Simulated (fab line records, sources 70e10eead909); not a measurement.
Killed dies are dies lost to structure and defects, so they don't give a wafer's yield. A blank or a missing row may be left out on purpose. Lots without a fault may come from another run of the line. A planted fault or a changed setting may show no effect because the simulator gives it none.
Chamber matching | flow nand_harc | NHARC_A_STAIRCASE_TRIM_12 on rie_diel-04: 4 sister chambers
The step chemistry O2, time 211.2 s. 4 wafers are shown with their chamber, then 9 later ones without.

WAFERS WITH THEIR CHAMBER
wafer  | chamber | drypump_motor_current_A (A)
L084.2 | 3       | 5.3
L084.3 | 0       | 5.0
L094.3 | 2       | 5.7
L094.5 | 1       | 6.2

WAFERS WITHOUT THEIR CHAMBER
wafer  | drypump_motor_current_A (A)
L092.1 | 5.1
L092.2 | 5.7
L092.6 | 5.0
L096.1 | 5.3
L096.3 | 5.0
L096.4 | 5.3
L095.2 | 5.3
L095.3 | 5.7
L095.4 | 6.2

WHICH CHAMBER EACH WENT THROUGH
wafer  | from the rows above | in truth
L092.1 | 0                   | 0
L092.2 | 2                   | 2
L092.6 | 0                   | 0
L096.1 | 3                   | 3
L096.3 | 0                   | 0
L096.4 | 3                   | 3
L095.2 | 3                   | 3
L095.3 | 2                   | 2
L095.4 | 1                   | 1
Placed correctly: 9 of 9. Can't be placed from these rows: 0. Placed wrongly: 0.
How it was worked out, from the rows above alone: a wafer's distance from a chamber is the root of the sum, over the readings, of the square of ((its reading less the chamber's mean) divided by the reading's scatter). The wafer belongs to the nearest chamber; if the next one is less than 2 further off, it can't be placed. A chamber's mean is the mean of its shown wafers. The scatter: with one shown wafer a chamber, the root of the mean of the squares of how far each hidden wafer lies from its nearest shown one.
